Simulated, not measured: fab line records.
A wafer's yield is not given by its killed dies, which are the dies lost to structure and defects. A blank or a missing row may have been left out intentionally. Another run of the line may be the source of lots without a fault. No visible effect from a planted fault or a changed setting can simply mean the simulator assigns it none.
What tool caused it? -- flow n5Finfet -- 24 lots with 72 wafers sampled at 6 steps, on a route of 1938 steps

WHAT EACH GAUGE READ, for each wafer
The record lacks any reading of a measuring or inspecting step that a usual standard deviation could be used to judge.

WHICH TOOL RAN EACH LOT (tool, then ch and the chambers of the sampled wafers, then the start)
lot,N5_GATE_CUT_ETCH_36,N5_GATE_CUT_STRIP_42,N5_GATE_CUT_ALD_22,N5_GATE_CUT_CMP_43,N5_MOL_CONTACT_COAG_ALD_20,N5_MOL_CONTACT_COAG_PRE_CLEAN_141
L074,"rieDiel-01 ch 1,2,3, day 4 11:38","rieDiel-01 ch 1,2,3, day 4 11:50","aldSin-03 ch 0,1, day 4 12:25","cmp-02 ch 0,2, day 4 14:14","aldMetal-04 ch 0,1, day 4 16:56","pvdSputter-01, day 4 19:07"
L075,"rieDiel-04 ch 0,1,2, day 4 22:37","rieDiel-04 ch 0,1,2, day 4 22:48","aldSin-03 ch 2,3, day 4 23:55","cmp-02 ch 0,1,2, day 5 01:53","aldMetal-01 ch 0,2,3, day 5 03:50","pvdSputter-01, day 5 07:07"
L076,"rieDiel-01 ch 0,1,2, day 5 00:50","rieDiel-01 ch 0,1,2, day 5 01:02","aldSin-01 ch 0,1,3, day 5 01:37","cmp-01 ch 0,1,2, day 5 03:31","aldMetal-02 ch 0,1,2, day 5 07:08","pvdSputter-01, day 5 08:14"
L077,"rieDiel-05 ch 2,3, day 5 07:51","rieDiel-05 ch 2,3, day 5 08:02","aldSin-01 ch 1,2,3, day 5 08:38","cmp-04 ch 0,1,3, day 5 10:36","aldMetal-02 ch 0,1,2, day 5 14:50","pvdSputter-02, day 5 18:04"
L078,"rieDiel-01 ch 0,1, day 5 13:19","rieDiel-01 ch 0,1, day 5 13:36","aldSin-01 ch 0,2,3, day 5 14:16","cmp-04 ch 0,2,3, day 5 16:04","aldMetal-02 ch 0,3, day 5 18:20","pvdSputter-02, day 5 19:30"
L079,"rieDiel-01 ch 0,1, day 5 19:23","rieDiel-01 ch 0,1, day 5 19:40","aldSin-01 ch 0,2,3, day 5 20:20","cmp-04 ch 0,2,3, day 5 22:23","aldMetal-02 ch 0,1,2, day 6 00:25","pvdSputter-02, day 6 01:38"
L080,"rieDiel-01 ch 0,1, day 6 00:40","rieDiel-01 ch 0,1, day 6 00:57","aldSin-01 ch 0,2,3, day 6 01:36","cmp-02 ch 0,2,3, day 6 03:25","aldMetal-02 ch 1,2,3, day 6 05:43","pvdSputter-01, day 6 06:47"
L081,"rieDiel-04 ch 1,2, day 6 05:34","rieDiel-04 ch 1,2, day 6 05:45","aldSin-04 ch 0,3, day 6 06:20","cmp-01 ch 0,1,2, day 6 08:19","aldMetal-01 ch 2,3, day 6 10:41","pvdSputter-02, day 6 11:42"
L082,"rieDiel-05 ch 0,1,3, day 6 10:57","rieDiel-05 ch 0,1,3, day 6 11:08","aldSin-01 ch 0,1,3, day 6 11:44","cmp-01 ch 0,1,2, day 6 13:33","aldMetal-01 ch 0,1, day 6 16:10","pvdSputter-03, day 6 16:46"
L083,"rieDiel-01 ch 0,1,2, day 6 16:13","rieDiel-01 ch 0,1,2, day 6 16:25","aldSin-01 ch 1,2,3, day 6 16:59","cmp-04 ch 1,2, day 6 18:53","aldMetal-02 ch 1,2,3, day 6 22:39","pvdSputter-01, day 6 23:34"
L084,"rieDiel-01 ch 0,2, day 7 00:15","rieDiel-01 ch 0,2, day 7 00:26","aldSin-01 ch 2,3, day 7 01:02","cmp-02 ch 1,2,3, day 7 02:52","aldMetal-02 ch 1,2,3, day 7 05:19","pvdSputter-01, day 7 06:14"
L085,"rieDiel-04 ch 1,2, day 7 06:43","rieDiel-04 ch 1,2, day 7 06:54","aldSin-01 ch 1,2,3, day 7 07:29","cmp-01 ch 0,1,2, day 7 09:23","aldMetal-01 ch 0,2, day 7 11:35","pvdSputter-01, day 7 12:28"
L086,"rieDiel-04 ch 0,1,2, day 7 13:59","rieDiel-04 ch 0,1,2, day 7 14:10","aldSin-04 ch 0,1, day 7 15:06","cmp-02 ch 0,1,2, day 7 16:55","aldMetal-02 ch 0,3, day 7 19:52","pvdSputter-02, day 7 20:31"
L087,"rieDiel-01 ch 2,3, day 7 20:11","rieDiel-01 ch 2,3, day 7 20:23","aldSin-03 ch 1,2,3, day 7 20:59","cmp-04 ch 0,2, day 7 23:21","aldMetal-02 ch 1,3, day 8 01:23","pvdSputter-01, day 8 03:12"
L088,"rieDiel-05 ch 0,1, day 8 02:28","rieDiel-05 ch 0,1, day 8 02:39","aldSin-03 ch 0,3, day 8 04:37","cmp-04 ch 1,2,3, day 8 06:40","aldMetal-01 ch 1,2,3, day 8 08:47","pvdSputter-02, day 8 13:17"
L089,"rieDiel-05 ch 2,3, day 8 05:28","rieDiel-05 ch 2,3, day 8 05:39","aldSin-01 ch 1,2, day 8 06:14","cmp-01 ch 0,3, day 8 08:04","aldMetal-02 ch 0,1, day 8 13:28","pvdSputter-02, day 8 14:04"
L090,"rieDiel-01 ch 1,2,3, day 8 13:37","rieDiel-01 ch 1,2,3, day 8 13:49","aldSin-04 ch 1,2,3, day 8 14:25","cmp-01 ch 0,1, day 8 16:18","aldMetal-02 ch 0,1, day 8 18:43","pvdSputter-02, day 8 19:19"
L091,"rieDiel-05 ch 0,1,2, day 8 19:46","rieDiel-05 ch 0,1,2, day 8 19:58","aldSin-01 ch 0,1,2, day 8 20:34","cmp-01 ch 0,2,3, day 8 22:29","aldMetal-01 ch 0,1,2, day 9 01:13","pvdSputter-02, day 9 03:11"
L092,"rieDiel-04 ch 0,1,3, day 8 23:13","rieDiel-04 ch 0,1,3, day 8 23:25","aldSin-01 ch 1,2,3, day 9 00:01","cmp-04 ch 1,2,3, day 9 01:49","aldMetal-01 ch 0,1,2, day 9 04:13","pvdSputter-01, day 9 06:36"
L093,"rieDiel-04 ch 1,2, day 9 04:03","rieDiel-04 ch 1,2, day 9 04:14","aldSin-03 ch 1,2,3, day 9 04:50","cmp-02 ch 1,2,3, day 9 06:49","aldMetal-02 ch 1,3, day 9 09:46","pvdSputter-02, day 9 11:53"
L094,"rieDiel-01 ch 0,3, day 9 10:27","rieDiel-01 ch 0,3, day 9 10:38","aldSin-01 ch 1,3, day 9 11:14","cmp-02 ch 0,1,2, day 9 13:03","aldMetal-04 ch 0,1, day 9 15:58","pvdSputter-01, day 9 17:35"
L095,"rieDiel-04 ch 0,1,2, day 9 19:08","rieDiel-04 ch 0,1,2, day 9 19:19","aldSin-04 ch 0,1,2, day 9 19:54","cmp-02 ch 0,1,3, day 9 21:52","aldMetal-02 ch 1,2, day 10 00:02","pvdSputter-03, day 10 01:11"
L096,"rieDiel-05 ch 0,1,2, day 10 01:04","rieDiel-05 ch 0,1,2, day 10 01:16","aldSin-03 ch 2,3, day 10 01:55","cmp-01 ch 0,1,2, day 10 03:54","aldMetal-02 ch 0,1, day 10 05:56","pvdSputter-02, day 10 06:32"
L097,"rieDiel-01 ch 0,1,2, day 10 07:35","rieDiel-01 ch 0,1,2, day 10 07:46","aldSin-01 ch 1,2,3, day 10 08:22","cmp-04 ch 0,1,3, day 10 10:10","aldMetal-02 ch 0,1,2, day 10 12:36","pvdSputter-02, day 10 13:38"
- N5_GATE_CUT_ETCH_36: etches SiARC in CF4, target depth 13 nm, time 21.7 s.
- N5_GATE_CUT_STRIP_42: strips in O2.
- N5_GATE_CUT_ALD_22: deposits SiNx, target thk 16 nm, pulse time 1 s, ald cycles 320.
- N5_GATE_CUT_CMP_43: polishes SiO2.
- N5_MOL_CONTACT_COAG_ALD_20: deposits TiN, target thk 1.5 nm, pulse time 1 s, purge time 3 s.
- N5_MOL_CONTACT_COAG_PRE_CLEAN_141: time 60 s.

WHAT THE TOOLS THEMSELVES READ (means of the sampled wafers that have a number; where no wafer has one, the mark that the record gives instead)
N5_GATE_CUT_ETCH_36.
lot,tool,drypumpMotorCurrentA (A),etchRfOnTimeS (s),oesProductAu (a.u.),rfVppV (V),showerheadPlenumPTorr (Torr),throttleValvePct (%)
L074,rieDiel-01,5.4,21.2,0.70,184.5,2.15,15.52
L075,rieDiel-04,6.2,22.1,0.65,184.4,2.15,15.72
L076,rieDiel-01,5.9,21.6,0.71,184.1,2.18,15.44
L077,rieDiel-05,5.9,21.6,0.70,183.7,2.17,15.78
L078,rieDiel-01,5.9,21.1,0.76,184.6,2.20,15.19
L079,rieDiel-01,5.9,21.0,0.77,184.7,2.20,15.20
L080,rieDiel-01,5.9,21.2,0.77,185.0,2.20,15.20
L081,rieDiel-04,5.9,21.6,0.67,183.5,2.13,15.64
L082,rieDiel-05,5.9,21.8,0.68,184.5,2.16,15.70
L083,rieDiel-01,5.8,21.5,0.78,184.1,2.17,15.31
L084,rieDiel-01,6.2,21.9,0.77,184.6,2.20,15.41
L085,rieDiel-04,5.9,21.6,0.67,183.7,2.13,15.66
L086,rieDiel-04,6.2,21.6,0.64,184.3,2.14,15.76
L087,rieDiel-01,5.2,20.9,0.76,183.8,2.15,15.58
L088,rieDiel-05,5.7,21.6,0.67,184.9,2.19,15.52
L089,rieDiel-05,5.6,21.6,0.66,183.8,2.15,15.65
L090,rieDiel-01,5.3,21.2,0.75,184.6,2.14,15.40
L091,rieDiel-05,5.6,21.8,0.65,183.8,2.15,15.56
L092,rieDiel-04,5.8,21.8,0.61,184.5,2.18,15.66
L093,rieDiel-04,6.2,21.7,0.64,183.5,2.10,15.82
L094,rieDiel-01,5.7,21.1,0.73,185.2,2.20,15.60
L095,rieDiel-04,6.2,22.0,0.62,184.1,2.14,15.79
L096,rieDiel-05,5.6,22.0,0.63,183.7,2.15,15.58
L097,rieDiel-01,5.9,21.6,0.74,184.5,2.16,15.36

N5_GATE_CUT_STRIP_42.
lot,tool,drypumpMotorCurrentA (A),oesProductAu (a.u.),rfVppV (V),showerheadPlenumPTorr (Torr),throttleValvePct (%)
L074,rieDiel-01,5.3,0.82,3.7,2.12,16.64
L075,rieDiel-04,6.2,0.76,3.3,2.10,16.76
L076,rieDiel-01,5.8,0.83,3.9,2.14,16.57
L077,rieDiel-05,5.9,0.81,3.5,2.11,16.77
L078,rieDiel-01,5.9,0.89,4.0,2.17,16.35
L079,rieDiel-01,5.9,0.89,3.5,2.17,16.34
L080,rieDiel-01,5.9,0.89,3.5,2.17,16.34
L081,rieDiel-04,5.9,0.79,3.5,2.09,16.74
L082,rieDiel-05,5.9,0.79,3.6,2.11,16.73
L083,rieDiel-01,5.8,0.92,4.1,2.14,16.45
L084,rieDiel-01,6.3,0.90,3.5,2.17,16.56
L085,rieDiel-04,5.9,0.78,3.8,2.09,16.74
L086,rieDiel-04,6.2,0.75,3.6,2.09,16.79
L087,rieDiel-01,5.3,0.89,3.8,2.11,16.72
L088,rieDiel-05,5.7,0.78,3.7,2.14,16.56
L089,rieDiel-05,5.6,0.77,3.5,2.09,16.64
L090,rieDiel-01,5.3,0.88,3.7,2.11,16.54
L091,rieDiel-05,5.6,0.77,4.0,2.10,16.60
L092,rieDiel-04,5.8,0.72,3.7,2.13,16.70
L093,rieDiel-04,6.2,0.76,3.3,2.04,16.84
L094,rieDiel-01,5.7,0.84,3.5,2.17,16.76
L095,rieDiel-04,6.2,0.73,3.3,2.09,16.82
L096,rieDiel-05,5.5,0.75,4.2,2.10,16.62
L097,rieDiel-01,5.8,0.87,3.7,2.13,16.49

N5_GATE_CUT_ALD_22.
lot,tool,heaterPowerOuterW (W),heaterPowerW (W),precursorPulseHeightRel,susceptorTempC (C)
L074,aldSin-03,536,855,0.995,400.23
L075,aldSin-03,453,713,1.002,400.15
L076,aldSin-01,498,817,0.981,400.01
L077,aldSin-01,487,797,0.990,399.75
L078,aldSin-01,494,810,1.007,400.21
L079,aldSin-01,496,832,0.983,399.81
L080,aldSin-01,494,807,0.995,399.99
L081,aldSin-04,488,783,1.006,400.14
L082,aldSin-01,498,802,1.014,399.79
L083,aldSin-01,484,802,0.999,400.12
L084,aldSin-01,495,804,1.004,400.05
L085,aldSin-01,495,791,0.991,399.94
L086,aldSin-04,530,818,0.992,400.05
L087,aldSin-03,473,755,1.002,399.90
L088,aldSin-03,534,890,0.995,400.04
L089,aldSin-01,496,764,0.982,400.15
L090,aldSin-04,477,802,0.992,400.04
L091,aldSin-01,504,783,1.000,400.03
L092,aldSin-01,494,801,1.002,399.91
L093,aldSin-03,472,768,0.997,399.93
L094,aldSin-01,496,795,0.994,399.90
L095,aldSin-04,511,834,0.983,400.08
L096,aldSin-03,432,701,0.982,400.34
L097,aldSin-01,498,789,0.991,400.11

N5_GATE_CUT_CMP_43.
lot,tool,motorCurrentA (A)
L074,cmp-02,11.6
L075,cmp-02,12.6
L076,cmp-01,14.2
L077,cmp-04,13.6
L078,cmp-04,13.7
L079,cmp-04,13.8
L080,cmp-02,12.1
L081,cmp-01,14.1
L082,cmp-01,13.8
L083,cmp-04,12.8
L084,cmp-02,12.6
L085,cmp-01,13.9
L086,cmp-02,12.5
L087,cmp-04,13.8
L088,cmp-04,13.0
L089,cmp-01,14.8
L090,cmp-01,14.2
L091,cmp-01,13.4
L092,cmp-04,12.9
L093,cmp-02,12.8
L094,cmp-02,12.6
L095,cmp-02,11.9
L096,cmp-01,14.1
L097,cmp-04,13.4

N5_MOL_CONTACT_COAG_ALD_20.
lot,tool,heaterPowerOuterW (W),heaterPowerW (W),precursorPulseHeightRel,susceptorTempC (C)
L074,aldMetal-04,567,872,1.000,400.21
L075,aldMetal-01,503,820,1.004,400.08
L076,aldMetal-02,506,872,1.003,399.93
L077,aldMetal-02,521,869,1.012,399.92
L078,aldMetal-02,538,841,0.991,400.01
L079,aldMetal-02,512,858,1.005,399.99
L080,aldMetal-02,510,819,0.984,399.92
L081,aldMetal-01,507,826,1.007,400.42
L082,aldMetal-01,612,989,1.005,400.23
L083,aldMetal-02,499,811,1.004,399.82
L084,aldMetal-02,508,817,0.997,400.04
L085,aldMetal-01,509,818,0.992,399.90
L086,aldMetal-02,535,883,0.989,400.15
L087,aldMetal-02,488,795,1.007,400.29
L088,aldMetal-01,557,915,1.003,399.84
L089,aldMetal-02,530,894,0.993,399.91
L090,aldMetal-02,502,843,1.000,400.03
L091,aldMetal-01,551,906,1.014,400.08
L092,aldMetal-01,556,906,1.003,400.04
L093,aldMetal-02,492,798,1.009,399.96
L094,aldMetal-04,612,977,1.001,400.08
L095,aldMetal-02,507,845,1.005,399.84
L096,aldMetal-02,502,853,1.018,399.68
L097,aldMetal-02,504,873,0.982,399.98

N5_MOL_CONTACT_COAG_PRE_CLEAN_141.
lot,tool,heaterPowerW (W),susceptorTempC (C)
L074,pvdSputter-01,492,299.95
L075,pvdSputter-01,527,300.04
L076,pvdSputter-01,436,299.73
L077,pvdSputter-02,443,299.98
L078,pvdSputter-02,421,300.24
L079,pvdSputter-02,424,300.08
L080,pvdSputter-01,462,300.25
L081,pvdSputter-02,419,299.94
L082,pvdSputter-03,505,300.10
L083,pvdSputter-01,458,300.00
L084,pvdSputter-01,483,300.13
L085,pvdSputter-01,527,300.19
L086,pvdSputter-02,418,300.01
L087,pvdSputter-01,461,300.07
L088,pvdSputter-02,409,299.94
L089,pvdSputter-02,410,300.16
L090,pvdSputter-02,393,300.00
L091,pvdSputter-02,422,299.96
L092,pvdSputter-01,463,300.05
L093,pvdSputter-02,429,299.76
L094,pvdSputter-01,502,299.74
L095,pvdSputter-03,475,299.88
L096,pvdSputter-02,417,300.22
L097,pvdSputter-02,408,300.25

THE ANSWER, worked out from the rows above alone
Rule: what is usual is taken from the lots themselves. Put in order of their means at a reading, lots are off if they are a third of the lots or fewer, leave a main group of 4 or more, and stand apart from it by a gap of 3 or more times the standard deviation of the main group's means; of several such gaps the widest counts. A main group is skipped when, at the precision printed for the reading in the tables above, its means are all equal. Also off: a lot with no number at a reading for which 4 or more lots have one. The other lots that the step has rows for count as sound. The gauges are gone through in route order, then the tools' own readings, and for those a lot's mean is taken as printed above. The first step at which some lot is off is used, and at that step the reading that is off furthest; a lot without a number counts as furthest.
None of the lots is off at any reading shown; this tells nothing.

WHAT THE SIMULATOR HAD PUT IN
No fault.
